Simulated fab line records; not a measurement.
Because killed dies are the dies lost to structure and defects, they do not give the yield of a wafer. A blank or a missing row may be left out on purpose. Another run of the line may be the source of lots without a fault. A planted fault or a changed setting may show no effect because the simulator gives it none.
Chamber matching + flow n5_finfet + rie_diel-06 running N5_SDB_ETCH_17: 4 sister chambers
The step etches SiARC in CF4, target depth 23.4 nm, time 39 s. 18 wafers are shown with their chamber, then 9 later ones without.

== WAFERS, EACH WITH ITS CHAMBER ==
| wafer  | chamber | drypump_motor_current_A (A) | showerhead_plenum_p_Torr (Torr) | throttle_valve_pct (%) |
|--------|---------|-----------------------------|---------------------------------|------------------------|
| L074.1 | 3       | 5.7                         | 2.22                            | 16.02                  |
| L074.4 | 1       | 6.3                         | 2.28                            | 15.55                  |
| L074.5 | 3       | 5.7                         | 2.22                            | 16.01                  |
| L075.2 | 3       | 5.7                         | 2.21                            | 16.02                  |
| L075.4 | 2       | 5.8                         | 2.14                            | 15.81                  |
| L075.6 | 3       | 5.7                         | 2.22                            | 16.01                  |
| L081.2 | 0       | 4.8                         | 2.26                            | 15.68                  |
| L081.3 | 2       | 5.8                         | 2.13                            | 15.83                  |
| L081.4 | 1       | 6.2                         | 2.27                            | 15.59                  |
| L085.1 | 0       | 4.8                         | 2.26                            | 15.69                  |
| L085.3 | 1       | 6.3                         | 2.27                            | 15.59                  |
| L085.5 | 0       | 4.8                         | 2.26                            | 15.67                  |
| L088.1 | 1       | 6.2                         | 2.27                            | 15.61                  |
| L088.4 | 3       | 5.7                         | 2.21                            | 16.05                  |
| L088.6 | 1       | 6.3                         | 2.27                            | 15.59                  |
| L092.1 | 0       | 4.8                         | 2.25                            | 15.69                  |
| L092.2 | 2       | 5.8                         | 2.12                            | 15.89                  |
| L092.4 | 3       | 5.7                         | 2.20                            | 16.08                  |

SIGNATURES, as means of the wafers listed above
| reading                  | chamber 0 | chamber 1 | chamber 2 | chamber 3 | scatter within a chamber |
|--------------------------|-----------|-----------|-----------|-----------|--------------------------|
| drypump_motor_current_A  | 4.800     | 6.260     | 5.800     | 5.700     | 0.0293                   |
| showerhead_plenum_p_Torr | 2.2575    | 2.2720    | 2.1300    | 2.2133    | 0.00701                  |
| throttle_valve_pct       | 15.6825   | 15.5860   | 15.8433   | 16.0317   | 0.0261                   |
Rule: for each reading, subtract the chamber's mean from the wafer's reading, divide by that reading's scatter and square the result; add these up over the readings and take the root, which gives the wafer's distance from the chamber. If the next closest chamber is less than 2 further off than the closest, the wafer can't be placed; otherwise it belongs to the closest. The scatter: take each reading less its chamber's mean, square it, sum over the shown wafers, divide by the number of wafers less the number of chambers, and take the root.

== WAFERS WITH NO CHAMBER GIVEN ==
| wafer  | drypump_motor_current_A (A) | showerhead_plenum_p_Torr (Torr) | throttle_valve_pct (%) |
|--------|-----------------------------|---------------------------------|------------------------|
| L093.1 | 5.8                         | 2.12                            | 15.88                  |
| L093.3 | 5.7                         | 2.20                            | 16.08                  |
| L093.4 | 6.3                         | 2.27                            | 15.60                  |
| L096.1 | 5.8                         | 2.12                            | 15.89                  |
| L096.4 | 6.2                         | 2.26                            | 15.62                  |
| L096.5 | 4.8                         | 2.25                            | 15.73                  |
| L097.1 | 4.8                         | 2.25                            | 15.71                  |
| L097.3 | 5.7                         | 2.20                            | 16.11                  |
| L097.5 | 5.7                         | 2.20                            | 16.10                  |

== THE CHAMBER EACH PASSED THROUGH ==
| wafer  | from the rows above | in truth |
|--------|---------------------|----------|
| L093.1 | 2                   | 2        |
| L093.3 | 3                   | 3        |
| L093.4 | 1                   | 1        |
| L096.1 | 2                   | 2        |
| L096.4 | 1                   | 1        |
| L096.5 | 0                   | 0        |
| L097.1 | 0                   | 0        |
| L097.3 | 3                   | 3        |
| L097.5 | 3                   | 3        |
9 of 9 placed correctly. From these rows, 0 cannot be placed. Wrongly placed: 0.
